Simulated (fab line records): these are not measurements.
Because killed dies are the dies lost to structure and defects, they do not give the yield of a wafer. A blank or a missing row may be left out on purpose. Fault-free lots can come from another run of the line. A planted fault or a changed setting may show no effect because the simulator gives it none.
3 desks, one fault :: flow n5_finfet :: each desk has only its own numbers; what lay behind them comes last

THE DEFECT DESK
Per lot, the means of the sampled wafers with a number show what the inspections along the route counted. Any lot whose mean is over 4 standard deviations away from the usual mean is out of limits and marked OUT; that distance is given in the brackets.
Columns: A = raw_defect_count at N5_BEOL_M3_INSPECT_59, usual 68; B = raw_defect_count at N5_BEOL_M4_INSPECT_13, usual 433; C = raw_defect_count at N5_BEOL_M4_INSPECT_30, usual 451
lot: L226
first seen here: day 8 10:02
A: 89
B: 511
C: 521

lot: L227
first seen here: day 9 04:12
A: 67
B: 459
C: 508

lot: L231
first seen here: day 9 17:16
A: 74
B: 423
C: 433

lot: L229
first seen here: day 9 19:56
A: 46
B: 412
C: 369

lot: L232
first seen here: day 9 23:13
A: 199 (+5.2) OUT
B: 589
C: 647

lot: L238
first seen here: day 11 20:18
A: 64
B: 435
C: 443

lot: L241
first seen here: day 12 21:32
A: 63
B: 416
C: 446

lot: L243
first seen here: day 13 12:25
A: 54
B: 337
C: 338
This desk finds L232 out of limits, L232 being first, at day 9 23:13 (raw_defect_count at N5_BEOL_M3_INSPECT_59). In limits: L226, L227, L231, L229, L238, L241, L243.

FROM THE METROLOGY DESK
Lot by lot, what the gauges showed, no matter which tool ran the lot: averages of those sampled wafers that carry a number. Any lot whose mean is over 4 standard deviations away from the usual mean is out of limits and marked OUT; that distance is given in the brackets. Shown here are 7 of its 11 readings, the ones lying furthest out on some lot.
Columns: A = DIBL_N at N5_BEOL_M4_RC_MEAS_101, usual 36.4 mV/V; B = IOFF_N at N5_BEOL_M4_RC_MEAS_101, usual 0.154 nA/um; C = IOFF_P at N5_BEOL_M4_RC_MEAS_101, usual 0.202 nA/um; D = ION_N at N5_BEOL_M4_RC_MEAS_101, usual 671 uA/um; E = SS_P at N5_BEOL_M4_RC_MEAS_101, usual 73.4 mV/dec; F = VT_N at N5_BEOL_M4_RC_MEAS_101, usual 250.9 mV; G = VT_P at N5_BEOL_M4_RC_MEAS_101, usual -251.4 mV
lot: L226
first seen here: day 8 10:08
A: 36.0
B: 0.142
C: 0.196
D: 679
E: 73.2
F: 250.6
G: -250.9

lot: L227
first seen here: day 9 04:18
A: 36.7
B: 0.160
C: 0.210
D: 682
E: 73.7
F: 248.3
G: -248.3

lot: L231
first seen here: day 9 17:24
A: 36.2
B: 0.148
C: 0.209
D: 675
E: 72.5
F: 249.4
G: -250.7

lot: L229
first seen here: day 9 20:03
A: 35.8
B: 0.143
C: 0.209
D: 667
E: 73.7
F: 251.7
G: -249.4

lot: L232
first seen here: day 9 23:19
A: 36.2
B: 0.147
C: 0.193
D: 665
E: 73.5
F: 251.8
G: -252.5

lot: L238
first seen here: day 11 20:24
A: 35.7
B: 0.135
C: 0.192
D: 658
E: 73.3
F: 253.5
G: -254.6

lot: L241
first seen here: day 12 21:38
A: 37.3
B: 0.181
C: 0.229
D: 675
E: 73.9
F: 247.0
G: -248.2

lot: L243
first seen here: day 13 12:31
A: 35.0
B: 0.136
C: 0.202
D: 671
E: 72.5
F: 251.7
G: -249.5
Result from this desk: across the 8 lots, nothing is out of limits.

THE TOOL OWNER'S DESK: cmp-02
The tool's own readings at N5_BEOL_M3_CMP_52 (polishes, stops on SiOC, t overpolish 6.8 s, target thk 40 nm): means of the sampled wafers that have a number, for each lot that ran on this tool. Any lot whose mean is over 4 standard deviations away from the usual mean is out of limits and marked OUT; that distance is given in the brackets.
Columns: A = barrier_field_endpoint_s at N5_BEOL_M3_CMP_52, usual 24.6 s; B = motor_current_A at N5_BEOL_M3_CMP_52, usual 6.3 A; C = overpolish_run_s at N5_BEOL_M3_CMP_52, usual 6.800 s; D = slurry_flow_ml_min at N5_BEOL_M3_CMP_52, usual 150.0; E = time_to_endpoint_s at N5_BEOL_M3_CMP_52, usual 62.2 s
lot: L227
first seen here: day 9 03:44
A: 24.5
B: 6.3
C: 6.799
D: 150.1
E: 62.5

lot: L231
first seen here: day 9 16:44
A: 24.5
B: 6.1
C: 6.801
D: 149.8
E: 61.2

lot: L232
first seen here: day 9 22:41
A: 24.4
B: 6.2
C: 6.805
D: 150.0
E: 62.6
Result from this desk: across the 3 lots, nothing is out of limits.

TAKEN TOGETHER
The defect desk could have raised an alarm at day 9 23:13, on L232.
At the metrology desk, nothing out of limits was observed.
The desk of the tool owner found nothing out of limits.
The metrology desk has L232 on record, within its limits.
The tool owner's desk has L232 on record, within its limits.
Every lot named ran N5_BEOL_M3_CMP_52 on cmp-02.

WHAT THE SIMULATOR HAD PUT IN
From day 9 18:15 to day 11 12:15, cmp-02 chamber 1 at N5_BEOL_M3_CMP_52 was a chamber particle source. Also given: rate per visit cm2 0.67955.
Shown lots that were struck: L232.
Hours from the fault's start to each desk's first reading out of limits: the defect desk, 5.
